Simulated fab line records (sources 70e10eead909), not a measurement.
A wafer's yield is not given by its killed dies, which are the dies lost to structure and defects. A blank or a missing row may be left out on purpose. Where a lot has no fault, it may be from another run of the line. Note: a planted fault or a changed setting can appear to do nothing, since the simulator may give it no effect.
What tool caused it? || flow nand_harc || 13 lots, 39 wafers sampled, at 5 steps of a route of 1159

== WHAT THE GAUGES READ, wafer by wafer ==
NHARC_P_ZERO_WELL_CD_MEAS_52: the cd target is 2000 nm.
{"lot": "L157", "measured": "day 1 23:44", "on": "cd_sem-02", "cd_nm (nm)": "2002.5 1999.9 1999.4"}
{"lot": "L161", "measured": "day 2 23:34", "on": "cd_sem-01", "cd_nm (nm)": "1999.1 1999.0 1998.8"}
{"lot": "L162", "measured": "day 3 06:01", "on": "cd_sem-01", "cd_nm (nm)": "1996.7 2000.8 2002.6"}
{"lot": "L163", "measured": "day 3 11:47", "on": "cd_sem-03", "cd_nm (nm)": "2001.0 2000.3 2001.4"}
{"lot": "L164", "measured": "day 3 17:46", "on": "cd_sem-02", "cd_nm (nm)": "1997.4 2000.3 2002.3"}
{"lot": "L166", "measured": "day 4 05:51", "on": "cd_sem-01", "cd_nm (nm)": "1999.6 1998.2 1996.6"}
{"lot": "L167", "measured": "day 4 11:22", "on": "cd_sem-01", "cd_nm (nm)": "1721.4 1722.3 1722.7 1721.8 1722.1 1722.4"}
{"lot": "L171", "measured": "day 5 11:34", "on": "cd_sem-01", "cd_nm (nm)": "1999.2 2001.7 1999.8"}
{"lot": "L172", "measured": "day 5 17:39", "on": "cd_sem-01", "cd_nm (nm)": "1995.3 2002.0 2000.3"}
{"lot": "L176", "measured": "day 6 17:38", "on": "cd_sem-02", "cd_nm (nm)": "1999.9 1999.1 1997.1"}
{"lot": "L177", "measured": "day 6 23:50", "on": "cd_sem-01", "cd_nm (nm)": "1994.0 1996.8 1997.1"}
{"lot": "L178", "measured": "day 7 05:50", "on": "cd_sem-03", "cd_nm (nm)": "1999.5 2004.0 2003.7"}
{"lot": "L179", "measured": "day 7 11:38", "on": "cd_sem-01", "cd_nm (nm)": "1999.3 1999.0 1999.5"}

NHARC_P_M0_CD_MEAS_09: the cd target is 90 nm.
{"lot": "L157", "measured": "day 6 10:09", "on": "cd_sem-03", "cd_nm (nm)": "88.5 88.3 88.3"}
{"lot": "L161", "measured": "day 7 04:16", "on": "cd_sem-01", "cd_nm (nm)": "90.8 90.6 90.5"}
{"lot": "L162", "measured": "day 7 07:39", "on": "cd_sem-01", "cd_nm (nm)": "90.3 90.2 91.1"}
{"lot": "L163", "measured": "day 7 07:48", "on": "cd_sem-02", "cd_nm (nm)": "91.0 90.0 90.0"}
{"lot": "L164", "measured": "day 8 00:05", "on": "cd_sem-02", "cd_nm (nm)": "90.3 90.6 91.0"}
{"lot": "L166", "measured": "day 7 22:14", "on": "cd_sem-02", "cd_nm (nm)": "90.0 89.4 87.9"}
{"lot": "L171", "measured": "day 9 23:57", "on": "cd_sem-01", "cd_nm (nm)": "90.3 90.1 89.0"}
{"lot": "L172", "measured": "day 10 00:07", "on": "cd_sem-02", "cd_nm (nm)": "89.3 88.3 89.9"}
{"lot": "L176", "measured": "day 11 04:01", "on": "cd_sem-01", "cd_nm (nm)": "89.2 89.4 89.5"}
{"lot": "L177", "measured": "day 11 03:31", "on": "cd_sem-01", "cd_nm (nm)": "90.4 89.4 91.3"}
{"lot": "L178", "measured": "day 11 05:44", "on": "cd_sem-01", "cd_nm (nm)": "89.5 88.8 90.7"}
{"lot": "L179", "measured": "day 11 06:30", "on": "cd_sem-03", "cd_nm (nm)": "90.0 89.7 89.7"}

NHARC_P_M1_CD_MEAS_09: the cd target is 130 nm.
{"lot": "L157", "measured": "day 6 14:14", "on": "cd_sem-01", "cd_nm (nm)": "129.7 130.2 129.6"}
{"lot": "L161", "measured": "day 7 08:23", "on": "cd_sem-02", "cd_nm (nm)": "130.2 130.7 129.3"}
{"lot": "L162", "measured": "day 7 11:34", "on": "cd_sem-02", "cd_nm (nm)": "128.4 130.3 130.3"}
{"lot": "L163", "measured": "day 7 11:50", "on": "cd_sem-01", "cd_nm (nm)": "131.0 129.8 128.6"}
{"lot": "L164", "measured": "day 8 04:24", "on": "cd_sem-02", "cd_nm (nm)": "129.9 131.0 129.5"}
{"lot": "L166", "measured": "day 8 02:28", "on": "cd_sem-03", "cd_nm (nm)": "130.4 130.1 130.5"}
{"lot": "L171", "measured": "day 10 04:04", "on": "cd_sem-01", "cd_nm (nm)": "129.7 129.6 130.4"}
{"lot": "L172", "measured": "day 10 04:20", "on": "cd_sem-03", "cd_nm (nm)": "129.7 129.9 130.0"}
{"lot": "L176", "measured": "day 11 09:10", "on": "cd_sem-02", "cd_nm (nm)": "130.5 130.6 128.4"}
{"lot": "L177", "measured": "day 11 08:28", "on": "cd_sem-02", "cd_nm (nm)": "128.9 130.9 130.1"}
{"lot": "L178", "measured": "day 11 10:19", "on": "cd_sem-01", "cd_nm (nm)": "130.3 130.5 131.0"}
{"lot": "L179", "measured": "day 11 10:43", "on": "cd_sem-02", "cd_nm (nm)": "129.2 130.1 130.2"}

== WHICH TOOL RAN EACH LOT (tool, then ch and the chambers of the sampled wafers, then the start) ==
{"lot": "L157", "NHARC_P_ZERO_WELL_EXPOSE_49": "krf_scanner-01 ch 0, day 1 23:34", "NHARC_P_M0_PVD_20": "pvd_sputter-01, day 6 14:14 or earlier"}
{"lot": "L161", "NHARC_P_ZERO_WELL_EXPOSE_49": "krf_scanner-01 ch 0, day 2 23:25", "NHARC_P_M0_PVD_20": "pvd_sputter-02, day 7 08:23 or earlier"}
{"lot": "L162", "NHARC_P_ZERO_WELL_EXPOSE_49": "krf_scanner-04 ch 0, day 3 05:52", "NHARC_P_M0_PVD_20": "pvd_sputter-01, day 7 11:34 or earlier"}
{"lot": "L163", "NHARC_P_ZERO_WELL_EXPOSE_49": "krf_scanner-02 ch 0, day 3 11:38", "NHARC_P_M0_PVD_20": "pvd_sputter-02, day 7 11:50 or earlier"}
{"lot": "L164", "NHARC_P_ZERO_WELL_EXPOSE_49": "krf_scanner-02 ch 0, day 3 17:37", "NHARC_P_M0_PVD_20": "pvd_sputter-02, day 8 04:24 or earlier"}
{"lot": "L166", "NHARC_P_ZERO_WELL_EXPOSE_49": "krf_scanner-02 ch 0, day 4 05:42", "NHARC_P_M0_PVD_20": "pvd_sputter-02, day 8 02:28 or earlier"}
{"lot": "L167", "NHARC_P_ZERO_WELL_EXPOSE_49": "krf_scanner-02 ch 0, day 4 11:13", "NHARC_P_M0_PVD_20": "-"}
{"lot": "L171", "NHARC_P_ZERO_WELL_EXPOSE_49": "krf_scanner-01 ch 0, day 5 11:25", "NHARC_P_M0_PVD_20": "pvd_sputter-03, day 10 04:04 or earlier"}
{"lot": "L172", "NHARC_P_ZERO_WELL_EXPOSE_49": "krf_scanner-02 ch 0, day 5 17:29", "NHARC_P_M0_PVD_20": "pvd_sputter-01, day 10 04:20 or earlier"}
{"lot": "L176", "NHARC_P_ZERO_WELL_EXPOSE_49": "krf_scanner-02 ch 0, day 6 17:29", "NHARC_P_M0_PVD_20": "pvd_sputter-03, day 11 09:10 or earlier"}
{"lot": "L177", "NHARC_P_ZERO_WELL_EXPOSE_49": "krf_scanner-02 ch 0, day 6 23:41", "NHARC_P_M0_PVD_20": "pvd_sputter-01, day 11 08:28 or earlier"}
{"lot": "L178", "NHARC_P_ZERO_WELL_EXPOSE_49": "krf_scanner-02 ch 0, day 7 05:41", "NHARC_P_M0_PVD_20": "pvd_sputter-01, day 11 10:19 or earlier"}
{"lot": "L179", "NHARC_P_ZERO_WELL_EXPOSE_49": "krf_scanner-02 ch 0, day 7 11:29", "NHARC_P_M0_PVD_20": "pvd_sputter-03, day 11 10:43 or earlier"}
- NHARC_P_ZERO_WELL_EXPOSE_49: exposes mask P HVPW, target cd 2000 nm.
- NHARC_P_M0_PVD_20: deposits TaN, target thk 5 nm, time 8.06 s.

== WHAT THE TOOLS THEMSELVES READ (means of the sampled wafers that have a number; where no wafer has one, the mark that the record gives instead) ==
NHARC_P_M0_PVD_20.
{"lot": "L157", "tool": "pvd_sputter-01", "throttle_valve_pct (%)": 30.2}
{"lot": "L161", "tool": "pvd_sputter-02", "throttle_valve_pct (%)": 30.8}
{"lot": "L162", "tool": "pvd_sputter-01", "throttle_valve_pct (%)": 30.4}
{"lot": "L163", "tool": "pvd_sputter-02", "throttle_valve_pct (%)": 29.8}
{"lot": "L164", "tool": "pvd_sputter-02", "throttle_valve_pct (%)": 30.9}
{"lot": "L166", "tool": "pvd_sputter-02", "throttle_valve_pct (%)": 30.9}
{"lot": "L171", "tool": "pvd_sputter-03", "throttle_valve_pct (%)": 30.3}
{"lot": "L172", "tool": "pvd_sputter-01", "throttle_valve_pct (%)": 29.9}
{"lot": "L176", "tool": "pvd_sputter-03", "throttle_valve_pct (%)": 29.6}
{"lot": "L177", "tool": "pvd_sputter-01", "throttle_valve_pct (%)": 29.4}
{"lot": "L178", "tool": "pvd_sputter-01", "throttle_valve_pct (%)": 29.4}
{"lot": "L179", "tool": "pvd_sputter-03", "throttle_valve_pct (%)": 29.6}

== THE ANSWER, worked out from the rows above alone ==
Rule: what is usual is taken from the lots themselves. Put in order of their means at a reading, lots are off if they are a third of the lots or fewer, leave a main group of 4 or more, and stand apart from it by a gap of 3 or more times the standard deviation of the main group's means; of several such gaps the widest counts. The tables above print the reading to a certain number of digits; a main group whose means all agree to those digits is not used. A lot without any number at a reading at which 4 lots or more have one is off too. Any other lot the step has rows for is counted as sound. First the gauges in route order, then the tools' own readings, where a lot's mean is used as printed above. The first step at which some lot is off is used, and at that step the reading that is off furthest; a lot without a number counts as furthest.
Off: L167, at NHARC_P_ZERO_WELL_CD_MEAS_52 (cd_nm). Mean 1999.5 nm and standard deviation 1.5 in the main group.
If a tool, at a process step before that reading, ran all the lots that are off and no sound lot after the first of them, it fits. Those tools and the gauges at NHARC_P_ZERO_WELL_CD_MEAS_52 are tried in the same way. Not one of the candidates tried fits.

== WHAT THE SIMULATOR HAD INSERTED ==
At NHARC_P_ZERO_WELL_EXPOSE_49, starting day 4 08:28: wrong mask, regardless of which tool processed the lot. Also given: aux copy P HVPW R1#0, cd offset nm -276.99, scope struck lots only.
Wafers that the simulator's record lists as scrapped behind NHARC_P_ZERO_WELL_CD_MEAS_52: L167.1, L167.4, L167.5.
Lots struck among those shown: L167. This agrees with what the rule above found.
